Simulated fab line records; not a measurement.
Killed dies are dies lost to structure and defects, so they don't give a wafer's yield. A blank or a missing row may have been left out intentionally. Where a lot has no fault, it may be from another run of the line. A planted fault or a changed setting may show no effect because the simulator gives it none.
3 desks looking at one fault	flow n5Finfet	numbers are kept per desk, each desk with only its own; the story behind them comes last

== TOOL OWNER'S DESK, rieSi-02 ==
The tool's own readings at N5_FIN_SAQP_MANDREL_ETCH_22 (etches a-Si in HBr/Cl2, stops on SiNx, target depth 60 nm, bt time 10 s, time 30 s): means of the sampled wafers that have a number, for each lot that ran on this tool. Any lot whose mean is over 4 standard deviations away from the usual mean is out of limits and marked OUT; that distance is given in the brackets.
Columns: A = drypumpMotorCurrentA at N5_FIN_SAQP_MANDREL_ETCH_22, usual 5.4 A; B = oesProductAu at N5_FIN_SAQP_MANDREL_ETCH_22, usual 0.765 a.u.; C = throttleValvePct at N5_FIN_SAQP_MANDREL_ETCH_22, usual 35.6 %
lot	first seen here	A	B	C
L646	day 2 03:54	5.6	0.742	35.6
L650	day 3 03:46	5.4	0.743	35.7
L657	day 4 23:11	5.4	0.687 (-4.6) OUT	35.8
L658	day 5 03:52	5.2	0.697 (-4.0) OUT	35.9
L668	day 7 16:44	5.8	0.753	35.3
Finding of this desk: L657, L658 out of limits; the first was L657 at day 4 23:11, on oesProductAu at N5_FIN_SAQP_MANDREL_ETCH_22. Within limits: L646, L650, L668.

== THE METROLOGY DESK ==
Means of the sampled wafers that have a number, per lot and without regard to the tool the lot ran on: this is what the gauges read. Any lot whose mean is over 4 standard deviations away from the usual mean is out of limits and marked OUT; that distance is given in the brackets. Shown here are 7 of its 10 readings, the ones lying furthest out on some lot.
Columns: A = DIBL_N at N5_BEOL_M4_RC_MEAS_101, usual 36.5 mV/V; B = DIBL_P at N5_BEOL_M4_RC_MEAS_101, usual 36.9 mV/V; C = IOFF_N at N5_BEOL_M4_RC_MEAS_101, usual 0.17 nA/um; D = IOFF_P at N5_BEOL_M4_RC_MEAS_101, usual 0.22 nA/um; E = ION_P at N5_BEOL_M4_RC_MEAS_101, usual 461 uA/um; F = SS_N at N5_BEOL_M4_RC_MEAS_101, usual 71.6 mV/dec; G = VT_P at N5_BEOL_M4_RC_MEAS_101, usual -250 mV
lot	first seen here	A	B	C	D	E	F	G
L646	day 9 04:32	35.9	36.2	0.15	0.21	458	71.3	-250
L647	day 9 11:28	35.6	36.6	0.13	0.20	454	71.5	-252
L650	day 9 15:44	35.8	37.0	0.17	0.25	468	71.3	-247
L664	day 13 09:28	35.5	35.8	0.15	0.18	449	71.6	-252
L665	day 14 03:44	37.9	37.7	0.23	0.31	482	71.8	-240
L668	day 15 04:48	41.2	43.5	0.26	0.31	464	72.8	-245
This desk's finding: nothing out of limits on any of the 6 lots.

== THE DEFECT DESK ==
Inspection counts along the route, by lot: the mean over sampled wafers that carry a number. Any lot whose mean is over 4 standard deviations away from the usual mean is out of limits and marked OUT; that distance is given in the brackets.
Columns: A = rawDefectCount at N5_FIN_SAQP_INSPECT_40, usual 241
lot	first seen here	A
L646	day 2 07:56	212
L647	day 2 14:25	192
L650	day 3 08:41	364
L657	day 5 04:35	1818 (+19) OUT
L658	day 5 08:11	1793 (+19) OUT
L664	day 6 21:10	244
L665	day 7 03:46	162
L668	day 7 21:37	254
Finding of this desk: L657, L658 out of limits; the first was L657 at day 5 04:35, on rawDefectCount at N5_FIN_SAQP_INSPECT_40. Within limits: L646, L647, L650, L664, L665, L668.

== BROUGHT TOGETHER ==
An alarm could have come from the tool owner's desk at day 4 23:11, on L657, L658.
The defect desk could have raised an alarm at day 5 04:35, on L657, L658.
Metrology desk: nothing out of limits seen.
The metrology desk has no number on record for L657, L658.
Every lot named ran N5_FIN_SAQP_MANDREL_ETCH_22 on rieSi-02.

== WHAT HAD BEEN PUT IN BY THE SIMULATOR ==
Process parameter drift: rieSi-02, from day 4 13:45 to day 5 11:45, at N5_FIN_SAQP_MANDREL_ETCH_22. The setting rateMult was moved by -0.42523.
Shown lots that were struck: L657, L658.
Hours from the fault's start to each desk's first reading out of limits: the tool owner's desk, 9; the defect desk, 15.
